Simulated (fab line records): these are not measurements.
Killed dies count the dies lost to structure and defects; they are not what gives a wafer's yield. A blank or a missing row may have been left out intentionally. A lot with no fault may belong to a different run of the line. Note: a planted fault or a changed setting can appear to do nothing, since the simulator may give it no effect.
Chamber matching :: flow n5 finfet :: ald sin-01 running N5_FIN_SAQP_SPACER2_ALD_28: 4 sister chambers
The step deposits SiO2, target thk 8.1 nm, pulse time 1 s, purge time 2 s. 8 wafers are shown with their chamber, then 12 later ones without.

## WAFERS PAIRED WITH THEIR CHAMBERS
wafer: L087.3
chamber: 3
heater power w (W): 406
precursor pulse height rel: 0.996

wafer: L088.4
chamber: 3
heater power w (W): 407
precursor pulse height rel: 1.003

wafer: L092.1
chamber: 1
heater power w (W): 544
precursor pulse height rel: 1.006

wafer: L092.2
chamber: 0
heater power w (W): 455
precursor pulse height rel: 1.011

wafer: L092.4
chamber: 2
heater power w (W): 499
precursor pulse height rel: 0.977

wafer: L093.1
chamber: 2
heater power w (W): 483
precursor pulse height rel: 0.978

wafer: L093.3
chamber: 1
heater power w (W): 540
precursor pulse height rel: 0.996

wafer: L093.4
chamber: 0
heater power w (W): 452
precursor pulse height rel: 0.989

## WAFERS WITHOUT THEIR CHAMBER
wafer: L094.1
heater power w (W): 547
precursor pulse height rel: 0.964

wafer: L094.5
heater power w (W): 463
precursor pulse height rel: 1.001

wafer: L094.6
heater power w (W): 544
precursor pulse height rel: 0.975

wafer: L095.3
heater power w (W): 445
precursor pulse height rel: 1.002

wafer: L095.4
heater power w (W): 483
precursor pulse height rel: 0.994

wafer: L095.6
heater power w (W): 406
precursor pulse height rel: 0.993

wafer: L096.1
heater power w (W): 480
precursor pulse height rel: 0.998

wafer: L096.4
heater power w (W): 414
precursor pulse height rel: 0.978

wafer: L096.5
heater power w (W): 402
precursor pulse height rel: 1.004

wafer: L097.1
heater power w (W): 483
precursor pulse height rel: 0.995

wafer: L097.3
heater power w (W): 465
precursor pulse height rel: 1.009

wafer: L097.5
heater power w (W): 458
precursor pulse height rel: 1.008

## CHAMBER TAKEN BY EACH
wafer: L094.1
from the rows above: 1
in truth: 1

wafer: L094.5
from the rows above: 0
in truth: 0

wafer: L094.6
from the rows above: 1
in truth: 1

wafer: L095.3
from the rows above: 0
in truth: 0

wafer: L095.4
from the rows above: 2
in truth: 2

wafer: L095.6
from the rows above: 3
in truth: 3

wafer: L096.1
from the rows above: can't be placed: 2 or 0
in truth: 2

wafer: L096.4
from the rows above: 3
in truth: 3

wafer: L096.5
from the rows above: 3
in truth: 3

wafer: L097.1
from the rows above: 2
in truth: 2

wafer: L097.3
from the rows above: 0
in truth: 0

wafer: L097.5
from the rows above: 0
in truth: 0
Placed correctly: 11 of 12. These rows do not allow placing 1 (true chamber among the candidates in 1). Wrongly placed: 0.
How it was worked out, from the rows above alone: a wafer's distance from a chamber is the root of the sum, over the readings, of the square of ((its reading less the chamber's mean) divided by the reading's scatter). The wafer belongs to the nearest chamber; if the next one is less than 2 further off, it can't be placed. For every chamber, the mean is computed from those of its wafers that are shown. The scatter: take each reading less its chamber's mean, square it, sum over the shown wafers, divide by the number of wafers less the number of chambers, and take the root.
